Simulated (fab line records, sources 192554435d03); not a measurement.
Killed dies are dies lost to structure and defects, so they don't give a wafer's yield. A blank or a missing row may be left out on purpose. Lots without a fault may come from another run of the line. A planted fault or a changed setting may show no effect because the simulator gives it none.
fab line records | flow n5_finfet
record lots=4 wafers=12 last_day=17
route steps=1938 shown BEOL_M0_SAQP@687 BEOL_M0_CUTY@701 BEOL_M0@715 BEOL_M4@1111 PASSIVATION@1936
lots that met no fault: from a run of the same line without faults
start_h: hours from the record's first day to the start of the lot's first wafer shown | wait_h: hours since the lot's step before | " the same as in the row above | L1.1+2: a row that stands for several wafers | - no value, or no start given | * or withheld: withheld | < > ~ a bound
route shown NAME@n: a module of which the file shows steps, and the number in the route of the first | usual: mean/standard deviation of fault-free wafers | same: alike in all rows | chamber/n: place in a boat | sites: the reading at each site | _std_site: their standard deviation | _edge_site: outer sites' mean less inner sites' | radius_mm: how far each site lies from the wafer's centre | mask NAME#n: copy n | behind: the tool/chamber that last shaped the wafer | hold: why the lot was held/for how many hours/how that ended | device: the transistor (n, p or np) that didn't switch | end of line: the same wafers' tests at the end of the route | a step without rows: its recipe alone | killed: dies lost to structure and defects at the first sort, not the wafer's yield | map: a wafer's dies, x killed, . not, _ none there
set.NAME: the setting as run; set.NAME@STEP: as run at that earlier step | model.NAME: the simulator's own value behind a step, which no gauge read
lots at some steps of the route; a table a step, a row a wafer
services: from which hour (start_h, from the record's first day; less than 0 if before it) a tool's chamber was out of use, for how many hours, and why
## steps
# step N5_BEOL_M0_SAQP_PEB_38
# recipe peb_temp_c=100 peb_time_s=60 resist=CAR-EUV
# step N5_BEOL_M0_SAQP_DEVELOP_39
# recipe develop_time_s=30 developer=TMAH resist=CAR-EUV rinse_liquid=surfactant_rinse dry=air_spin dev_temp_c=23
# step N5_BEOL_M0_SAQP_DESCUM_45
# recipe chemistry=O2 time_s=7 source_power_w=50 bias_power_w=20 pressure_mtorr=20 rf_frequency_hz=2.712e+07 temp_c=40 resist=CAR-EUV o2_flow_sccm=225
# step N5_BEOL_M0_SAQP_ETCH_88
# recipe chemistry=N2/H2 target=underlayer target_depth_a=65 time_s=5.2 ion_energy_ev=200 mask_material=CAR-EUV pressure_mtorr=30 source_w=840 bias_w=150 n2_flow_sccm=200 h2_flow_sccm=200 ends=cleared
# step N5_BEOL_M0_SAQP_ETCH_73
# recipe chemistry=CF4 target=SiARC target_depth_a=195 mask_material=CAR-EUV time_s=32.5 ion_energy_ev=80 pressure_mtorr=40 source_w=545 bias_w=36 Ar_flow_sccm=100 cf4_flow_sccm=100 ends=cleared
# step N5_BEOL_M0_SAQP_CUT_ETCH_46
# recipe chemistry=N2/H2 target=SOC target_depth_a=1350 overetch_a=270 temp_c=40 time_s=202.5 ion_energy_ev=200 mask_material=SiARC pressure_mtorr=30 source_w=840 bias_w=150 n2_flow_sccm=200 h2_flow_sccm=200
# step N5_BEOL_M0_SAQP_STRIP_74
# recipe chemistry=N2/H2 temp_c=40 n2_flow_sccm=200 h2_flow_sccm=200 rf_frequency_hz=6e+07
# step N5_BEOL_M0_SAQP_STRIP_89
# recipe chemistry=N2/H2 temp_c=40 n2_flow_sccm=200 h2_flow_sccm=200 rf_frequency_hz=6e+07
# step N5_BEOL_M0_SAQP_ALD_48
# recipe material=SiO2 target_thk_a=200 temp_c=100 ald_precursor_family=BDEAS ald_co_reactant=O2-plasma pulse_time_s=1 co_reactant_pulse_time_s=1 purge_time_s=2 co_reactant_purge_time_s=2 ald_cycles=139 pressure_torr=2
# step N5_BEOL_M0_SAQP_ETCH_49
# recipe chemistry=CF4/O2 target_depth_a=370 target=SiO2 pressure_mtorr=40 source_w=535 bias_w=49 Ar_flow_sccm=100 cf4_flow_sccm=100 O2_flow_sccm=10 ion_energy_ev=100
# usual drypump_motor_current_A=5.8/0.43 oes_ar_750_au=0.79/0.087 oes_product_au=0.79/0.091 rf_vpp_V=240/4.7 showerhead_plenum_p_Torr=2.18/0.077 throttle_valve_pct=15.87/0.19
# columns lot.wafer tool chamber start_h wait_h drypump_motor_current_A oes_ar_750_au oes_product_au rf_hours_counter_h rf_vpp_V showerhead_plenum_p_Torr throttle_valve_pct model.BEOL_M0_SAQP.feature_depth_nm model.etch.depth_nm model.SOC_of_BEOL_M0_SAQP_COAT_69.thk_nm
L710.1 rie_diel-03 2 137.57 0.3 5.7 0.86 0.88 41 237 2.24 15.78 37.8 37.88 70.6
L710.2 " 0 " " 5.4 0.73 0.74 170 240 2.21 16.29 37.2 37.24 70.4
L710.6 " 2 " " 5.7 0.87 0.87 - 239 2.24 15.77 37.6 37.51 70.8
L711.1 rie_diel-02 3 137.86 0.4 5.5 0.73 0.75 147 249 2.21 15.87 37.2 37.19 71
L711.4 " 2 " " 5.7 0.70 0.70 211 246 2.19 15.81 36.8 36.82 71
L711.6 " 0 " " 5.0 0.79 0.79 - 238 2.05 15.93 37.2 37.1 70.8
L728.2 rie_diel-02 1 225.01 0.3 5.2 0.87 0.89 35 236 2.15 15.45 38 37.95 70
L728.3 " 3 " " 5.5 0.71 0.51 174 250 2.20 15.93 19.2 19.18 79.6
L728.6 " 3 " " 5.4 0.71 0.72 - 248 2.20 15.93 36.8 36.76 70.8
L730.1 rie_diel-02 2 241.71 0.3 5.8 0.67 0.67 244 245 2.18 15.89 36.4 36.36 70.8
L730.4 " 1 " " 5.2 0.86 0.88 40 238 2.15 15.45 37.8 37.84 70.2
L730.5 " 3 " " 5.5 0.72 0.50 - 250 2.19 15.93 19 18.95 79.8
# step N5_BEOL_M0_SAQP_STRIP_75
# recipe chemistry=CF4 resist=SiARC power_w=300 bias_power_w=75 pressure_mtorr=50 cf4_flow_sccm=150 rf_frequency_hz=6e+07
# step N5_BEOL_M0_CUTY_COAT_50
# recipe resist=SiARC temp_c=220 time_s=60 spin_rpm=1500 resist_thk_nm=15
# step N5_BEOL_M0_CUTY_COAT_51
# recipe resist=CAR-ArF-block spin_rpm=1500 resist_thk_nm=150
# step N5_BEOL_M0_CUTY_EBR_52
# recipe solvent=PGMEA ebr_width_mm=1.5
# step N5_BEOL_M0_CUTY_SOFTBAKE_53
# recipe temp_c=110 time_s=60 resist=CAR-ArF-block
# step N5_BEOL_M0_CUTY_EXPOSE_54
# recipe mask_id=M0_ABLK na=1.35 source_shape=conventional sigma_outer=0.8 polarization=unpolarized dose_mj=36
# step N5_BEOL_M0_CUTY_PEB_55
# recipe peb_temp_c=110 peb_time_s=60 resist=CAR-ArF-block
# step N5_BEOL_M0_CUTY_DEVELOP_56
# recipe develop_time_s=30 developer=TMAH resist=CAR-ArF-block rinse_liquid=diw dry=air_spin dev_temp_c=23
# step N5_BEOL_M0_CUTY_DESCUM_61
# recipe chemistry=O2 time_s=7.9 source_power_w=50 bias_power_w=20 pressure_mtorr=20 rf_frequency_hz=2.712e+07 temp_c=40 resist=CAR-ArF-block o2_flow_sccm=225
# step N5_BEOL_M0_CUTY_ETCH_62
# recipe chemistry=CF4 target=SiARC mask_material=CAR-ArF-block time_s=58.5 ion_energy_ev=80 pressure_mtorr=40 source_w=545 bias_w=36 Ar_flow_sccm=100 cf4_flow_sccm=100 ends=cleared
# step N5_BEOL_M0_CUTY_ETCH_63
# recipe chemistry=N2/H2 target=SOC target_depth_a=827 overetch_a=165 mask_material=SiARC temp_c=40 ion_energy_ev=200 time_s=124 pressure_mtorr=30 source_w=840 bias_w=150 n2_flow_sccm=200 h2_flow_sccm=200
# usual drypump_motor_current_A=5.6/0.41 oes_product_au=0.67/0.071 rf_vpp_V=524.3/2.3 showerhead_plenum_p_Torr=2.56/0.079 throttle_valve_pct=17.79/0.19
# same time_s=124
# columns lot.wafer tool chamber start_h wait_h drypump_motor_current_A oes_product_au rf_hours_counter_h rf_vpp_V showerhead_plenum_p_Torr throttle_valve_pct model.etch.depth_nm
L710.1 rie_diel-01 3 139.02 0.0 5.6 0.57 207 526.0 2.62 17.99 70.54
L710.2 " 2 " " 4.9 0.78 11 525.6 2.61 17.58 70.39
L710.6 " 2 " " 4.9 0.79 - 525.6 2.61 17.56 70.85
L711.1 rie_diel-05 3 139.13 0.0 6.3 0.57 229 524.6 2.63 18.06 71.03
L711.4 " 0 " " 5.7 0.66 82 524.1 2.59 17.57 71
L711.6 " 1 " " 5.9 0.76 - 520.9 2.47 17.78 70.78
L728.2 rie_diel-06 2 225.60 0.0 5.3 0.68 67 526.5 2.68 17.67 69.93
L728.3 " 0 " " 5.3 0.64 175 525.3 2.55 18.18 79.7
L728.6 " 1 " " 6.2 0.58 - 520.6 2.40 17.98 70.71
L730.1 rie_diel-06 0 242.94 0.0 5.3 0.59 183 522.5 2.54 18.19 70.89
L730.4 " 2 " " 5.2 0.68 75 529.3 2.68 17.67 70.13
L730.5 " 2 " " 5.3 0.73 - 525.2 2.68 17.70 79.84
# step N5_BEOL_M0_CUTY_STRIP_64
# recipe chemistry=N2/H2 temp_c=40 n2_flow_sccm=200 h2_flow_sccm=200 rf_frequency_hz=6e+07
# step N5_BEOL_M0_ETCH_138
# recipe chemistry=CH3F/O2 target_depth_a=120 target=SiCN time_s=31.6 ion_energy_ev=120 pressure_mtorr=30 source_w=395 bias_w=75 Ar_flow_sccm=150 CH3F_flow_sccm=30 O2_flow_sccm=20 ends=cleared
# step N5_BEOL_M0_HM_OPEN_105
# recipe chemistry=Cl2/BCl3 target_depth_a=120 target=TiN ion_energy_ev=150 pressure_mtorr=10 icp_w=1000 bias_w=126 Cl2_flow_sccm=53.25 bcl3_flow_sccm=21.75 Ar_flow_sccm=25
# step N5_BEOL_M0_STRIP_140
# recipe chemistry=CF4 resist=SiARC power_w=300 bias_power_w=75 pressure_mtorr=50 cf4_flow_sccm=150 rf_frequency_hz=6e+07
# usual drypump_motor_current_A=5.7/0.41 oes_product_au=0.80/0.083 rf_vpp_V=271.4/1.4 showerhead_plenum_p_Torr=1.80/0.045 throttle_valve_pct=13.52/0.23
# columns lot.wafer tool chamber start_h wait_h drypump_motor_current_A oes_product_au rf_hours_counter_h rf_vpp_V showerhead_plenum_p_Torr throttle_valve_pct model.SiO2_of_BEOL_M0_SAQP_ALD_48.thk_nm
L710.1 rie_diel-01 2 140.61 0.1 4.9 0.94 12 271.5 1.81 13.12 10.6
L710.2 " 0 " " 5.4 0.87 49 271.6 1.83 13.38 11
L710.6 " 1 " " 6.1 0.84 - 271.9 1.82 13.53 10.8
L711.1 rie_diel-05 1 140.63 0.1 5.9 0.92 21 270.1 1.75 13.42 11
L711.4 " 3 " " 6.3 0.67 230 270.9 1.83 13.81 11.2
L711.6 " 2 " " 5.8 0.87 - 271.0 1.76 13.57 11.2
L728.2 rie_diel-01 1 229.17 0.3 6.1 0.80 99 270.5 1.81 13.62 10.4
L728.3 " 0 " " 5.4 0.83 82 271.9 1.82 13.47 15.4
L728.6 " 1 " " 6.1 0.81 - 272.4 1.81 13.57 11.4
L730.1 rie_diel-05 3 243.72 0.2 6.3 0.91 11 271.6 1.82 13.31 11.8
L730.4 " 0 " " 5.7 0.76 119 271.4 1.80 13.25 10.6
L730.5 " 0 " " 5.8 0.76 - 271.2 1.80 13.24 15.4
# step N5_BEOL_M0_STRIP_104
# recipe chemistry=N2/H2 power_w=450 temp_c=40 pressure_mtorr=20 rf_frequency_hz=6e+07 overash_fraction=0.3 bias_power_w=7 h2_frac=0.5 n2_flow_sccm=200 h2_flow_sccm=200
# step N5_BEOL_M4_RC_MEAS_101
# usual DIBL_N=36.0/1.7 DIBL_P=36.2/2.3 IOFF_N=0.16/0.03 IOFF_P=0.21/0.036 ION_N=679/11 ION_P=465/7.1 SS_N=71.4/0.58 SS_P=73.3/0.75 VT_N=249/3.1 VT_P=-251/3.5
# columns lot.wafer tool chamber start_h wait_h DIBL_N[mV/V] DIBL_P[mV/V] IOFF_N[nA/um] IOFF_P[nA/um] ION_N[uA/um] ION_P[uA/um] SS_N[mV/dec] SS_P[mV/dec] VT_N[mV] VT_P[mV]
L711.1 prober-01 0 189.08 0.0 33.8 33.3 0.13 0.17 673 462 70.6 72.4 253 -251
L711.4 " 0 " " 35.8 36.5 0.18 0.23 692 472 70.8 73.1 246 -248
L711.6 " 0 " " 33.3 32.1 0.12 0.17 662 449 70.9 72.0 253 -256
L710.1 prober-02 0 190.71 0.0 39.3 38.5 0.20 0.27 696 472 72.0 74.8 246 -246
L710.2 " 0 " " 37.4 37.0 0.17 0.25 673 467 71.2 73.1 249 -246
L710.6 " 0 " " 35.4 34.0 0.14 0.20 670 457 72.0 73.1 250 -250
L728.2 prober-02 0 280.38 0.2 33.9 34.4 0.11 0.18 665 461 70.8 72.9 252 -251
L728.3 " 0 " " 38.7 39.9 0.19 0.25 700 474 72.0 74.0 248 -247
L728.6 " 0 " " 34.8 34.9 0.13 0.17 672 462 70.9 72.3 253 -253
L730.1 prober-02 0 306.53 0.0 37.9 39.8 0.21 0.26 695 467 71.0 75.0 244 -248
L730.4 " 0 " " 34.9 35.3 0.13 0.19 668 465 71.4 72.7 254 -250
L730.5 " 0 " " 34.8 34.9 0.13 0.17 671 462 71.1 73.1 252 -255
# step N5_PASSIVATION_PROBE_49
# usual defect_limited_yield=91.3/1.5 killed_at_M0_to_M3=31/11 killed_at_M4_up=14/5.1 killed_at_contacts=12/5.6 killed_at_front_end=42/12 killed_at_other=3.8/2.9 killed_dies=103/18 killed_open=67/14 killed_short=33/8 sort_bin_5_function=5.1/1 sort_bin_6_memory=3.2/0.75 sort_n_pass=1077/18 sort_yield_pct=91.3/1.5
# same gross_dies=1180 killed_at_back_side=0 sort_bin_4_leakage[%]=0 sort_bin_8_speed[%]=0
# columns lot.wafer tool chamber start_h wait_h defect_limited_yield[%] killed_at_M0_to_M3 killed_at_M4_up killed_at_contacts killed_at_front_end killed_at_other killed_dies killed_open killed_short sort_bin_5_function[%] sort_bin_6_memory[%] sort_n_pass sort_yield_pct[%]
L710.1 prober-02 - 304.23 0.0 93.8 28 6 2 36 1 73 43 28 4.0 1.9 1107 93.8
L710.2 prober-02 - 304.28 0.1 93.3 28 18 4 22 7 79 43 32 3.5 2.9 1101 93.3
L710.6 prober-02 - 304.48 0.3 91.5 42 8 14 31 5 100 67 32 4.8 3.4 1080 91.5
L728.2 prober-01 - 384.81 0.1 92.6 47 8 13 15 4 87 62 22 4.3 3.0 1093 92.6
L728.3 prober-01 - 384.86 0.1 90.6 46 14 9 39 3 111 65 37 5.4 3.1 1069 90.6
L728.6 prober-01 - 385.01 0.3 93.4 17 13 10 37 1 78 47 28 4.2 1.8 1102 93.4
L730.1 prober-01 - 407.35 0.0 88.4 50 13 18 51 5 137 98 38 6.2 5.2 1043 88.4
L730.4 prober-01 - 407.50 0.2 89.0 48 17 20 44 1 130 83 47 6.9 3.7 1050 89.0
L730.5 prober-01 - 407.55 0.2 89.9 36 17 23 41 2 119 81 36 6.6 3.4 1061 89.9
# killed by level:class
L710.1 FIN_SAQP:geometric_particle:open=8 STI_FIN_REVEAL:geometric_particle:open=8 BEOL_M3:geometric_particle:open=7 BEOL_M0_SAQP:geometric_particle:short=5 BEOL_M1:geometric_particle:open=5 GATE_CUT:geometric_particle:short=4 DUMMY_GATE:geometric_particle:open=3 BEOL_M1:geometric_particle:short=3
L710.2 BEOL_M0_SAQP:geometric_particle:short=7 BEOL_M4:geometric_particle:open=7 BEOL_M0_SAQP:geometric_particle:open=6 FIN_SAQP:geometric_particle:short=4 BEOL_M2:geometric_particle:open=4 MIM_TOP_ETCH:geometric_particle:short=4 STI_FIN_REVEAL:geometric_particle:open=3 MOL_CONTACT_COAG:geometric_particle:open=3
L710.6 BEOL_M0_SAQP:geometric_particle:open=12 MOL_CONTACT_COAG:geometric_particle:open=11 STI_FIN_REVEAL:geometric_particle:open=9 BEOL_M1:geometric_particle:open=9 BEOL_M0_SAQP:geometric_particle:short=8 FIN_SAQP:geometric_particle:open=6 FIN_SAQP:geometric_particle:short=6 BEOL_M2:geometric_particle:open=5
L728.2 BEOL_M2:geometric_particle:open=14 MOL_CONTACT_COAG:geometric_particle:open=13 BEOL_M1:geometric_particle:open=11 BEOL_M0_SAQP:geometric_particle:short=9 BEOL_M3:geometric_particle:open=8 PAD_METAL:geometric_particle:open=4 GATE_CUT:geometric_particle:short=3 BEOL_M0_SAQP:geometric_particle:open=3
L728.3 BEOL_M1:geometric_particle:open=14 DUMMY_GATE:geometric_particle:open=9 BEOL_M0_SAQP:geometric_particle:short=8 HKMG_FIN:area_etch=8 BEOL_M1:geometric_particle:short=7 MOL_CONTACT_COAG:geometric_particle:open=6 BEOL_M5:geometric_particle:open=6 BEOL_M3:geometric_particle:open=5
L728.6 GATE_CUT:geometric_particle:short=7 MOL_CONTACT_COAG:geometric_particle:open=7 GATE_CUT:geometric_particle:open=6 BEOL_M1:geometric_particle:open=4 BEOL_M4:geometric_particle:open=4 BEOL_M5:geometric_particle:open=4 STARTING-WAFER:geometric_particle:open=4 STI_FIN_REVEAL:geometric_particle:short=3
L730.1 FIN_SAQP:geometric_particle:open=25 MOL_CONTACT_COAG:geometric_particle:open=14 BEOL_M2:geometric_particle:open=12 BEOL_M0_SAQP:geometric_particle:open=11 BEOL_M0_SAQP:geometric_particle:short=11 FIN_SAQP:geometric_particle:short=9 BEOL_M3:geometric_particle:open=6 BEOL_M1:geometric_particle:open=5
L730.4 BEOL_M2:geometric_particle:open=18 FIN_SAQP:geometric_particle:open=16 FIN_SAQP:geometric_particle:short=15 MOL_CONTACT_COAG:geometric_particle:open=13 BEOL_M2:geometric_particle:short=9 MOL_CONTACT_COAG:geometric_particle:short=7 BEOL_M0_SAQP:geometric_particle:open=6 BEOL_M1:geometric_particle:open=6
L730.5 MOL_CONTACT_COAG:geometric_particle:open=18 FIN_SAQP:geometric_particle:open=11 BEOL_M2:geometric_particle:open=11 FIN_SAQP:geometric_particle:short=9 BEOL_M0_SAQP:geometric_particle:short=7 DUMMY_GATE:geometric_particle:open=6 MOL_CONTACT_COAG:geometric_particle:short=5 BEOL_M0_SAQP:geometric_particle:open=5
## services
# columns tool chamber start_h hours kind
rie_diel-06 - 125.58 28.1 pm
rie_diel-01 2 128.72 2.3 repair
rie_diel-03 1 144.94 3.3 repair
rie_diel-03 1 148.25 - clean
rie_diel-03 1 148.25 - consumable_replace:esc
rie_diel-03 1 148.25 - consumable_replace:focus_ring
rie_diel-03 1 148.25 23.6 scheduled_down
rie_diel-03 1 148.25 23.6 vent_cycle
rie_diel-06 3 166.60 - clean
rie_diel-06 3 166.60 - consumable_replace:focus_ring
rie_diel-05 3 194.37 - clean
rie_diel-05 3 194.37 - consumable_replace:focus_ring
rie_diel-05 3 194.37 13.7 scheduled_down
rie_diel-05 3 194.37 13.7 vent_cycle
rie_diel-02 - 197.02 0.7 repair
rie_diel-02 1 204.40 10.7 repair
rie_diel-06 3 225.92 16.6 repair
rie_diel-03 0 239.43 7.2 repair
## key
first_sign step=N5_BEOL_M0_SAQP_ETCH_49 reading=oes_product_au direction=down sigmas=3.2 usual=0.79 struck=0.50
effect none on later readings
model_effect step=N5_BEOL_M0_SAQP_ETCH_49 value=BEOL_M0_SAQP.feature_depth_nm without=36.8 struck=19.1
model_effect step=N5_BEOL_M0_CUTY_ETCH_63 value=etch.depth_nm without=70.53 struck=79.77
model_effect step=N5_BEOL_M0_STRIP_140 value=SiO2_of_BEOL_M0_SAQP_ALD_48.thk_nm without=11.4 struck=15.4
met_at N5_BEOL_M0_SAQP_ETCH_49
struck_wafers L728.3,L730.5
onset_between 137.86 225.01
fault kind=process_parameter_drift tool=rie_diel-02 chamber=- onset_h=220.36 steps=N5_BEOL_M0_SAQP_ETCH_49 channel=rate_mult offset=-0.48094 shape=step end_h=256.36 scope=struck_wafers_only
